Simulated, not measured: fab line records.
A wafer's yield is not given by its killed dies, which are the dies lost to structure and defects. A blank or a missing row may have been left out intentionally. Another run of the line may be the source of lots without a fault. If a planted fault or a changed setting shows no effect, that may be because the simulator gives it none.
fab line records | flow nandHarc
[record] lots = 6 wafers = 18 lastDay = 24
route steps=1159 shown A_M1@1056 A_BONDPAD@1059 END@1159
lots that met no fault: taken from a fault-free run of the same line
startH: the number of hours between the record's first day and the start of the first shown wafer of the lot | waitH: time in hours since the lot's previous step | " repeats the value in the row above | L1.1+2: one row covering several wafers at once | - no value, or no start was given | * or withheld: withheld | < > ~ a bound
route shown NAME@n: NAME is a module with steps in the file, n the number in the route of the first one | usual: the fault-free wafers' mean and standard deviation | same: alike in all rows | chamber/n: place in a boat | sites: readings site by site | _std_site: standard deviation of those values | _edge_site: mean of outer sites minus mean of inner sites | radiusMm: how far each site lies from the wafer's centre | mask NAME#n: copy n | behind: tool/chamber where the wafer was last shaped | hold: why the lot went on hold/how many hours it stayed there/how the hold came to an end | device: names the non-switching transistor (n, p or np) | end of line: at the end of the route, the tests of the same wafers | a step without rows: its recipe alone | killed: dies that structure and defects cost at the first sort, which is not the same as the wafer's yield | map: a wafer's dies, x killed, . not, _ none there
set.NAME: the setting that was run; set.NAME@STEP: the one run at that earlier step | model.NAME: the simulator's own value behind a step, which no gauge read
a table for each step, a row for each wafer; lots at some steps of the route
services: the hour from which a tool's chamber was out of use, counted from the record's first day as startH (under 0 if before that day), plus the number of hours and why
[[steps]]
[step NHARC_A_M1_INSPECT_27]
[usual] rawDefectCount = 460/130
// columns lot.wafer tool chamber startH waitH rawDefectCount
L589.1 defectInspect-01 - 419.44 0.0 675
L589.3 " - " " 493
L589.4 " - " " 682
L594.3 defectInspect-02 - 423.26 0.0 404
L594.5 " - " " 570
L594.6 " - " " 476
L601.1 defectInspect-01 - 475.95 0.0 704
L601.4 " - " " 388
L601.6 " - " " 361
L605.1 defectInspect-02 - 491.95 0.0 459
L605.2 " - " " 365
L605.6 " - " " 667
L602.1 defectInspect-02 - 499.28 0.0 489
L602.2 " - " " 494
L602.6 " - " " 463
L608.2 defectInspect-01 - 509.46 0.0 1002
L608.4 " - " " 689
L608.6 " - " " 623
[step NHARC_A_M1_PRE_CLEAN_32]
[recipe] timeS = 12 tempC = 370 rfPowerW = 300 gas = NH3
[usual] heaterPowerW = 576/83
// columns lot.wafer tool chamber startH waitH heaterPowerW
L589.3 pecvd-02 0 419.51 0.1 588
L589.1 " 1 " " 455
L589.4 " 2 " " 634
L594.3 pecvd-02 1 423.44 0.2 507
L594.6 " 2 " " 606
L594.5 " 1 " " 501
L601.1 pecvd-04 2 476.38 0.4 513
L601.6 " 2 " " 519
L601.4 " 0 " " 549
L605.1 pecvd-04 2 492.02 0.1 567
L605.2 " 1 " " 743
L605.6 " 2 " " 565
L602.2 pecvd-04 0 499.35 0.1 498
L602.1 " 2 " " 548
L602.6 " 1 " " 664
L608.2 pecvd-01 1 509.53 0.1 436
L608.6 " 2 " " 683
L608.4 " 0 " " 703
[step NHARC_A_M1_DEP_33]
[recipe] targetThkA = 300 tempC = 370 targetThkNm = 30 pressureTorr = 3 flowSccm = 200 rfW = 450 material = SiCN
[usual] heaterPowerW = 528/84
// columns lot.wafer tool chamber startH waitH heaterPowerW
L589.3 pecvd-02 0 419.59 0.1 519
L589.1 " 1 " " 454
L589.4 " 2 " " 589
L594.3 pecvd-02 1 423.58 0.1 469
L594.6 " 2 " " 564
L594.5 " 1 " " 475
L601.1 pecvd-04 2 476.49 0.1 494
L601.6 " 2 " " 501
L601.4 " 0 " " 492
L605.1 pecvd-04 2 492.10 0.1 529
L605.2 " 1 " " 680
L605.6 " 2 " " 519
L602.2 pecvd-04 0 499.43 0.1 418
L602.1 " 2 " " 498
L602.6 " 1 " " 692
L608.2 pecvd-01 1 509.61 0.1 424
L608.6 " 2 " " 648
L608.4 " 0 " " 600
[step NHARC_A_BONDPAD_DEP_00]
[recipe] targetThkA = 2500 tempC = 370 targetThkNm = 250 pressureTorr = 3 flowSccm = 200 rfW = 450 material = SiCN
[usual] heaterPowerW = 538/63
// columns lot.wafer tool chamber startH waitH heaterPowerW
L589.1 pecvd-03 1 420.19 - 466
L589.3 " 2 " " 550
L589.4 " 2 " " 545
L594.3 pecvd-02 0 - - 502
L594.6 " 1 " " 470
L594.5 " 0 " " 517
L601.1 pecvd-02 0 477.09 - 529
L601.4 " 1 " " 465
L601.6 " 0 " " 524
L605.1 pecvd-04 1 - - 708
L605.2 " 0 " " 507
L605.6 " 2 " " 458
L602.1 pecvd-03 0 499.98 - 555
L602.2 " 2 " " 605
L602.6 " 0 " " 550
L608.2 pecvd-02 1 510.28 - 453
L608.6 " 2 " " 514
L608.4 " 0 " " 437
[step NHARC_A_BONDPAD_CMP_29]
[recipe] targetThkNm = 200 material = SiCN
[usual] motorCurrentA = 11.9/1.2 slurryFlowMlMin = 150.0/0.49
// columns lot.wafer tool chamber startH waitH motorCurrentA slurryFlowMlMin
L589.1 cmp-04 1 420.58 - 12.9 150.7
L589.4 " 2 " " 10.8 149.8
L589.3 " 3 " " 11.9 149.5
L594.3 cmp-02 1 424.56 - 13.6 150.6
L594.6 " 3 " " 14.0 150.4
L594.5 " 0 " " 10.0 149.8
L601.4 cmp-04 0 477.45 - 12.4 149.7
L601.1 " 1 " " 12.3 149.7
L601.6 " 2 " " 11.0 149.9
L605.2 cmp-02 0 493.05 - 9.2 150.1
L605.1 " 3 " " 12.7 149.6
L605.6 " 1 " " 13.1 149.6
L602.1 cmp-02 2 500.38 - 11.3 149.4
L602.2 " 3 " " 13.7 149.1
L602.6 " 3 " " 13.6 150.3
L608.2 cmp-04 2 510.65 - 11.1 150.6
L608.4 " 3 " " 11.8 150.1
L608.6 " 1 " " 12.4 150.1
[step NHARC_A_BONDPAD_THK_MEAS_30]
[recipe] thkMeasGauge = ellipsometry
[usual] thkNm = 200.0/1.3
// columns lot.wafer tool chamber startH waitH thkNm
L589.1 filmMetro-02 - 420.80 0.2 200.3
L589.3 " - " " 199.8
L589.4 " - " " 198.2
L594.3 filmMetro-01 - 424.76 0.2 199.8
L594.5 " - " " 200.5
L594.6 " - " " 200.7
L601.1 filmMetro-01 - 477.65 0.2 198.1
L601.4 " - " " 199.0
L601.6 " - " " 196.3
L605.1 filmMetro-02 - 493.30 0.1 202.4
L605.2 " - " " 199.5
L605.6 " - " " 199.9
L602.1 filmMetro-01 - 500.63 0.2 200.7
L602.2 " - " " 200.8
L602.6 " - " " 203.3
L608.2 filmMetro-01 - 510.85 0.2 199.0
L608.4 " - " " 200.3
L608.6 " - " " 200.2
[step NHARC_A_BONDPAD_SRD_31]
[step NHARC_A_BONDPAD_DEHYDRATE_01]
[recipe] tempC = 150 timeS = 120
[step NHARC_A_BONDPAD_HMDS_02]
[recipe] timeS = 30
[step NHARC_A_BONDPAD_COAT_33]
[recipe] tempC = 200 timeS = 65
[step NHARC_A_BONDPAD_COAT_03]
[recipe] spinRpm = 2000 resistThkNm = 600
[step NHARC_A_BONDPAD_SOFTBAKE_04]
[recipe] tempC = 125 timeS = 70
[usual] heaterPowerTotalW = 200.7/1.3 plateTempC = 125.00/0.14
// columns lot.wafer tool chamber startH waitH heaterPowerTotalW plateTempC
L589.1 lithoTrack-07 0 420 - 202.3 125.19
L589.3 " 0 " " 198.9 125.26
L589.4 " 0 " " 199.6 124.89
L594.3 lithoTrack-03 0 424 - 199.6 124.92
L594.5 " 0 " " 198.9 124.89
L594.6 " 0 " " 201.4 125.20
L601.1 lithoTrack-07 0 477 - 334.8 -
L601.4 " 0 " " 331.3 -
L601.6 " 0 " " 333.4 -
L605.1 lithoTrack-02 0 493 - 202.3 125.03
L605.2 " 0 " " 198.8 124.82
L605.6 " 0 " " 202.5 124.80
L602.1 lithoTrack-07 0 500 - 333.1 -
L602.2 " 0 " " 339.0 -
L602.6 " 0 " " 339.1 -
L608.2 lithoTrack-02 0 510 - 202.7 125.14
L608.4 " 0 " " 201.3 125.10
L608.6 " 0 " " 200.4 124.96
[step NHARC_A_BONDPAD_EBR_05]
[step NHARC_END_SORT_01]
[recipe] tempC = 25
[usual] defectLimitedYield = 95.3/1.3 killedAtArray = 28/9.1 killedAtOther = 0.6/0.87 killedAtPeriphery = 3.4/2.7 killedDies = 32/9 killedOpen = 3.2/1.9 killedShort = 2.0/1.3 sort_bin_2_pct = 1.5/0.57 sort_bin_3_pct = 0.26/0.22 sort_bin_4_pct = 2.9/0.91 sortNPass = 645/9 sortRimYieldPct = 93/3.3 sortYieldPct = 95.3/1.3
[same] grossDies = 677 sort_bin_5_pct[%] = 0 sort_bin_6_pct[%] = 0 sort_bin_7_pct[%] = 0 sort_bin_8_pct[%] = 0 sortRimNGross = 106.00
// columns lot.wafer tool chamber startH waitH defectLimitedYield[%] killedAtArray killedAtOther killedAtPeriphery killedDies killedOpen killedShort sort_bin_2_pct[%] sort_bin_3_pct[%] sort_bin_4_pct[%] sortNPass sortRimYieldPct[%] sortYieldPct[%]
L608.2 prober-02 0 580.94 2.8 94.4 36 2 0 38 2 1 1.5 0 4.1 639 91 94.4
L608.4 prober-02 0 582.55 3.4 93.4 43 1 1 45 6 1 1.6 0.74 4.3 632 90 93.4
L608.6 prober-02 0 584.17 4.0 93.5 39 0 5 44 3 3 1.9 0.15 4.4 633 93 93.5
// killed by level:class
L608.2 A_SLIT:chamberFilmFlake=14 A_STAIRCASE:chamberFilmFlake=9 A_CHANNEL_HOLE_D1:chamberFilmFlake=7 A_CONTACT:chamberFilmFlake=3 A_M0:geometricParticle:open=2 THIN_TSV:chamberFilmFlake=2 A_ONON_D1:geometricParticle:short=1
L608.4 A_SLIT:chamberFilmFlake=14 A_STAIRCASE:chamberFilmFlake=9 A_CHANNEL_HOLE_D1:chamberFilmFlake=8 A_CONTACT:chamberFilmFlake=4 A_ONON_D1:geometricParticle:open=2 A_CONTACT:geometricParticle:open=2 A_SOURCE_PLATE:geometricParticle:open=1 A_SGD_CUT:geometricParticle:short=1
L608.6 A_SLIT:chamberFilmFlake=13 A_CHANNEL_HOLE_D1:chamberFilmFlake=7 A_STAIRCASE:chamberFilmFlake=7 A_CONTACT:chamberFilmFlake=7 P_BONDPAD:chamberFilmFlake=3 P_CONTACT:geometricParticle:open=1 A_CHANNEL_FILL_D1:geometricParticle:open=1 A_SGD_CUT:geometricParticle:short=1
[[services]]
// columns tool chamber startH hours kind
cmp-04 - 399.01 4.0 pm
cmp-04 - 403.01 - consumableReplace:conditioner
cmp-04 - 403.01 - consumableReplace:pad
cmp-04 - 411.80 1.7 repair
pecvd-01 - 418.03 13.0 pm
pecvd-01 0 418.03 13.0 ventCycle
pecvd-01 1 418.03 13.0 ventCycle
pecvd-01 2 418.03 13.0 ventCycle
cmp-02 - 428.29 4.0 pm
pecvd-01 0 431.03 - clean
pecvd-01 1 431.03 - clean
pecvd-01 2 431.03 - clean
cmp-02 - 432.29 - consumableReplace:conditioner
cmp-02 - 432.29 - consumableReplace:pad
pecvd-02 - 451.10 0.7 repair
pecvd-03 - 473.12 13.0 pm
pecvd-03 0 473.12 13.0 ventCycle
cmp-04 - 474.81 1.0 repair
pecvd-02 - 478.03 1.2 repair
cmp-04 - 483.77 4.2 repair
cmp-04 - 497.01 4.0 pm
cmp-04 - 501.01 - consumableReplace:conditioner
cmp-04 - 501.01 - consumableReplace:pad
pecvd-01 - 507.27 0.5 repair
[[key]]
[firstSign] step = NHARC_A_BONDPAD_SOFTBAKE_04 reading = heaterPowerTotalW direction = up sigmas = 99+ usual = * struck = *
effect none on later readings
metAt NHARC_A_BONDPAD_SOFTBAKE_04
struckWafers L601.1,L601.4,L601.6,L602.1,L602.2,L602.6
[fault] kind = processParameterDrift tool = lithoTrack-07 chamber = - onsetH = 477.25 steps = NHARC_A_BONDPAD_SOFTBAKE_04 channel = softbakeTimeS offset = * shape = step endH = 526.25 actsIn = * stated = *
